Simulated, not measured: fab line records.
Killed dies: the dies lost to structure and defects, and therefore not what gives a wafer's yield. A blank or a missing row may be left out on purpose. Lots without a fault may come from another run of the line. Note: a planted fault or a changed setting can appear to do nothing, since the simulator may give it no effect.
Which tool was responsible?	flow n5_finfet	24 lots with 72 wafers sampled at 5 steps, on a route of 1938 steps

== WHAT THE GAUGES READ, wafer by wafer ==
N5_BEOL_M10_CD_MEAS_18: pitch 140 nm, target cd 70 nm.
lot	measured	on	cd_nm (nm)
L074	day 9 22:28	cd_sem-02	70.0 70.0 69.3
L075	day 10 16:42	cd_sem-01	70.8 70.9 70.1
L077	day 10 17:08	cd_sem-01	70.3 70.0 72.2
L078	day 10 20:05	cd_sem-02	69.3 68.7 69.9
L076	day 10 20:39	cd_sem-03	69.3 70.4 69.3
L081	day 11 06:53	cd_sem-01	69.0 68.4 69.7
L079	day 11 08:23	cd_sem-03	70.0 70.0 70.3
L080	day 11 18:35	cd_sem-03	70.8 70.0 70.2
L082	day 11 22:37	cd_sem-01	70.4 71.4 69.7
L083	day 12 07:31	cd_sem-03	69.3 69.6 71.0
L084	day 13 04:57	cd_sem-01	70.2 69.1 70.6
L088	day 13 07:44	cd_sem-03	69.6 69.6 70.5
L085	day 13 08:17	cd_sem-02	71.1 70.4 70.1
L086	day 13 12:49	cd_sem-02	70.2 69.2 69.7
L087	day 13 22:38	cd_sem-01	70.1 70.2 70.3
L089	day 14 07:37	cd_sem-02	69.4 68.8 70.8
L090	day 14 09:08	cd_sem-03	70.0 69.4 70.5
L092	day 14 09:22	cd_sem-02	69.2 69.4 70.4
L091	day 14 10:29	cd_sem-01	68.9 69.4 69.7
L093	day 14 17:08	cd_sem-03	69.4 70.3 69.9
L094	day 15 13:37	cd_sem-03	70.3 70.9 70.4
L097	day 15 14:24	cd_sem-03	69.1 70.2 70.4
L096	day 15 18:18	cd_sem-03	69.8 70.2 69.8
L095	day 15 18:32	cd_sem-02	70.6 70.7 70.6

N5_BEOL_M10_THK_MEAS_53: measures by xrf.
lot	measured	on	M10_THK (nm)
L074	day 10 02:25	film_metro-02	139 138 139
L075	day 10 21:07	film_metro-02	137 146 141
L077	day 10 20:59	film_metro-02	138 137 141
L078	day 10 23:48	film_metro-02	144 145 135
L076	day 11 01:38	film_metro-01	144 142 140
L081	day 11 10:16	film_metro-02	138 141 137
L079	day 11 15:15	film_metro-02	143 136 142
L080	day 11 23:36	film_metro-02	143 136 143
L082	day 12 03:53	film_metro-01	139 138 143
L083	day 12 13:16	film_metro-01	141 139 145
L084	day 13 09:52	film_metro-02	140 141 139
L088	day 13 12:46	film_metro-02	138 143 144
L085	day 13 13:32	film_metro-01	136 143 140
L086	day 13 17:55	film_metro-01	138 147 146
L087	day 14 03:43	film_metro-02	134 143 139
L089	day 14 12:35	film_metro-01	141 149 151
L090	day 14 13:59	film_metro-02	143 139 139
L092	day 14 15:32	film_metro-01	147 146 140
L091	day 14 16:25	film_metro-02	133 143 141
L093	day 14 21:04	film_metro-01	142 134 137
L094	day 15 18:01	film_metro-02	145 142 143
L097	day 15 18:55	film_metro-02	140 138 133
L096	day 15 21:09	film_metro-01	138 148 136
L095	day 15 21:26	film_metro-01	146 135 143

N5_BEOL_M11_OVL_MEAS_29.
lot	measured	on	V10_OVL (nm)
L074	day 10 08:25	overlay-01	1.0 -0.6 0.5
L075	day 11 00:51	overlay-02	-0.4 -0.1 -0.7
L077	day 11 00:41	overlay-02	-1.1 -0.9 -1.3
L078	day 11 04:24	overlay-01	0.3 0.5 -1.1
L076	day 11 04:37	overlay-01	-0.6 -1.0 -0.5
L081	day 11 16:09	overlay-02	0.6 -0.4 -1.4
L079	day 11 19:46	overlay-02	-1.3 -1.4 -1.4
L080	day 12 04:01	overlay-02	-0.8 -0.9 -0.5
L082	day 12 10:22	overlay-02	-0.9 -1.1 -0.4
L083	day 12 21:35	overlay-01	-0.8 0.0 0.0
L084	day 13 15:24	overlay-01	-0.4 -1.3 -0.9
L088	day 13 18:32	overlay-02	0.3 0.7 0.4
L085	day 13 18:34	overlay-01	-0.3 -0.1 -0.2
L086	day 14 01:07	overlay-01	0.4 0.5 -0.2
L087	day 14 06:53	overlay-02	-0.8 0.6 1.3
L089	day 14 14:58	overlay-02	0.4 -0.6 0.6
L090	day 14 18:16	overlay-02	-0.2 -0.7 -0.8
L092	day 14 20:16	overlay-02	-1.9 -1.6 -1.5
L091	day 14 20:47	overlay-01	-1.1 -1.5 -0.6
L093	day 15 03:20	overlay-01	-1.2 -0.5 0.5
L094	day 16 00:55	overlay-02	-0.6 -1.1 0.0
L097	day 16 00:34	overlay-01	0.3 0.6 1.2
L096	day 16 01:04	overlay-02	0.0 0.2 0.1
L095	day 16 00:44	overlay-01	-1.0 -0.8 -0.6

== EACH LOT AND THE TOOL THAT RAN IT (in order: tool; ch and the chambers of the sampled wafers; start) ==
lot	N5_BEOL_M10_STRIP_19	N5_BEOL_M11_ETCH_62
L074	rie_diel-04 ch 0,1,2, day 9 22:23	rie_diel-03 ch 2,3, day 10 04:32
L075	rie_diel-04 ch 1,3, day 10 16:38	rie_diel-01 ch 0,2,3, day 10 23:14
L077	rie_diel-06 ch 1,2,3, day 10 17:04	rie_diel-01 ch 2,3, day 10 22:53
L078	rie_diel-04 ch 1,2,3, day 10 20:01	rie_diel-05 ch 0,1, day 11 02:08
L076	rie_diel-04 ch 0,1, day 10 20:35	rie_diel-05 ch 0,1,2, day 11 03:14
L081	rie_diel-02 ch 1,2,3, day 11 06:49	rie_diel-03 ch 2,3, day 11 14:04
L079	rie_diel-02 ch 1,3, day 11 08:19	rie_diel-01 ch 0,2, day 11 17:34
L080	rie_diel-02 ch 2,3, day 11 18:31	rie_diel-03 ch 0,2,3, day 12 02:50
L082	rie_diel-02 ch 1,3, day 11 22:33	rie_diel-01 ch 1,2, day 12 06:44
L083	rie_diel-06 ch 1,2,3, day 12 07:26	rie_diel-03 ch 0,2, day 12 17:20
L084	rie_diel-02 ch 2,3, day 13 04:53	rie_diel-03 ch 0,2, day 13 13:26
L088	rie_diel-06 ch 2,3, day 13 07:40	rie_diel-05 ch 0,1,2, day 13 16:44
L085	rie_diel-06 ch 0,1,2, day 13 08:13	rie_diel-01 ch 0,2, day 13 17:25
L086	rie_diel-02 ch 1,2,3, day 13 12:45	rie_diel-05 ch 0,1,3, day 13 20:13
L087	rie_diel-02 ch 1,2, day 13 22:34	rie_diel-05 ch 0,2,3, day 14 05:58
L089	rie_diel-04 ch 0,2, day 14 07:33	rie_diel-03 ch 2,3, day 14 14:08
L090	rie_diel-02 ch 0,2,3, day 14 09:05	rie_diel-05 ch 1,2,3, day 14 16:37
L092	rie_diel-04 ch 1,2,3, day 14 09:17	rie_diel-05 ch 1,2,3, day 14 19:34
L091	rie_diel-04 ch 0,3, day 14 10:25	rie_diel-01 ch 0,3, day 14 19:44
L093	rie_diel-06 ch 2,3, day 14 17:03	rie_diel-03 ch 1,2,3, day 15 02:07
L094	rie_diel-02 ch 1,3, day 15 13:32	rie_diel-01 ch 0,1,3, day 15 19:50
L097	rie_diel-04 ch 1,3, day 15 14:20	rie_diel-05 ch 0,1, day 15 20:48
L096	rie_diel-02 ch 1,2,3, day 15 18:14	rie_diel-05 ch 2,3, day 15 23:26
L095	rie_diel-04 ch 1,2, day 15 18:28	rie_diel-01 ch 0,1, day 15 23:36
- N5_BEOL_M10_STRIP_19: strips in O2.
- N5_BEOL_M11_ETCH_62: etches SOC in N2/H2, target depth 110 nm, overetch 22 nm, time 165 s.

== WHAT THE TOOLS THEMSELVES READ (means of the sampled wafers that have a number; where no wafer has one, the mark that the record gives instead) ==
N5_BEOL_M10_STRIP_19.
lot	tool	drypump_motor_current_A (A)	oes_product_au (a.u.)	rf_vpp_V (V)	showerhead_plenum_p_Torr (Torr)	throttle_valve_pct (%)
L074	rie_diel-04	5.8	0.73	3.5	2.08	16.82
L075	rie_diel-04	5.2	0.76	3.8	2.00	16.89
L077	rie_diel-06	5.7	0.81	3.7	2.04	16.76
L078	rie_diel-04	5.5	0.74	3.5	2.02	16.83
L076	rie_diel-04	5.4	0.74	3.4	2.05	16.91
L081	rie_diel-02	5.2	0.74	3.8	2.06	16.67
L079	rie_diel-02	5.3	0.78	3.8	2.01	16.65
L080	rie_diel-02	4.9	0.75	4.2	2.12	16.75
L082	rie_diel-02	5.4	0.77	3.5	2.00	16.67
L083	rie_diel-06	5.7	0.79	3.8	2.04	16.78
L084	rie_diel-02	5.1	0.77	4.0	2.07	16.76
L088	rie_diel-06	5.5	0.74	3.3	2.05	16.88
L085	rie_diel-06	5.8	0.81	3.5	2.04	16.72
L086	rie_diel-02	5.2	0.72	3.3	2.05	16.72
L087	rie_diel-02	5.3	0.69	4.1	2.04	16.68
L089	rie_diel-04	6.0	0.99	3.7	2.09	16.39
L090	rie_diel-02	5.3	0.82	3.6	2.11	16.66
L092	rie_diel-04	5.5	0.82	3.7	2.01	16.73
L091	rie_diel-04	5.9	0.88	3.4	2.12	16.62
L093	rie_diel-06	5.5	0.77	3.7	2.04	16.78
L094	rie_diel-02	5.5	0.92	3.5	2.16	16.40
L097	rie_diel-04	5.2	0.71	3.5	1.99	16.96
L096	rie_diel-02	5.2	0.81	3.9	2.13	16.61
L095	rie_diel-04	5.4	0.79	3.7	2.00	16.78

N5_BEOL_M11_ETCH_62.
lot	tool	drypump_motor_current_A (A)	oes_product_au (a.u.)	rf_vpp_V (V)	showerhead_plenum_p_Torr (Torr)	throttle_valve_pct (%)
L074	rie_diel-03	5.6	0.65	522.4	2.51	17.93
L075	rie_diel-01	6.0	0.66	521.9	2.47	17.75
L077	rie_diel-01	6.1	0.65	521.2	2.45	17.72
L078	rie_diel-05	5.8	0.67	522.7	2.53	17.65
L076	rie_diel-05	5.8	0.68	523.0	2.53	17.68
L081	rie_diel-03	5.6	0.64	522.9	2.50	17.94
L079	rie_diel-01	5.9	0.65	522.8	2.50	17.78
L080	rie_diel-03	6.0	0.70	523.3	2.49	17.72
L082	rie_diel-01	5.6	0.74	524.0	2.54	17.54
L083	rie_diel-03	6.1	0.72	522.5	2.49	17.66
L084	rie_diel-03	6.1	0.71	523.2	2.49	17.68
L088	rie_diel-05	5.9	0.67	523.1	2.53	17.72
L085	rie_diel-01	5.7	0.66	522.6	2.47	17.70
L086	rie_diel-05	5.8	0.68	523.1	2.54	17.86
L087	rie_diel-05	5.9	0.68	524.0	2.55	17.88
L089	rie_diel-03	6.0	0.67	523.0	2.49	17.82
L090	rie_diel-05	5.5	0.70	524.2	2.57	17.66
L092	rie_diel-05	5.5	0.69	525.0	2.57	17.68
L091	rie_diel-01	6.3	0.62	521.3	2.46	17.85
L093	rie_diel-03	5.4	0.67	522.2	2.49	17.95
L094	rie_diel-01	6.0	0.66	523.9	2.54	17.77
L097	rie_diel-05	5.7	0.64	523.6	2.52	17.73
L096	rie_diel-05	5.6	0.71	525.0	2.59	17.86
L095	rie_diel-01	5.8	0.70	526.0	2.63	17.64

== THE ANSWER, worked out from the rows above alone ==
Rule: the lots themselves supply what counts as usual. Put in order of their means at a reading, lots are off if they are a third of the lots or fewer, leave a main group of 4 or more, and stand apart from it by a gap of 3 or more times the standard deviation of the main group's means; of several such gaps the widest counts. Not used: any main group whose means are identical at the precision the tables above print for the reading. Also off: a lot with no number at a reading for which 4 or more lots have one. The other lots that the step has rows for count as sound. Order of review: gauges by route order, followed by the tools' own readings, for which a lot's mean as printed above is used. At the first step where some lot is off, the reading lying furthest off is the one used; lots without a number count as furthest.
Nothing can be told from this: no lot is off at any reading shown.

== WHAT THE SIMULATOR HAD PUT IN ==
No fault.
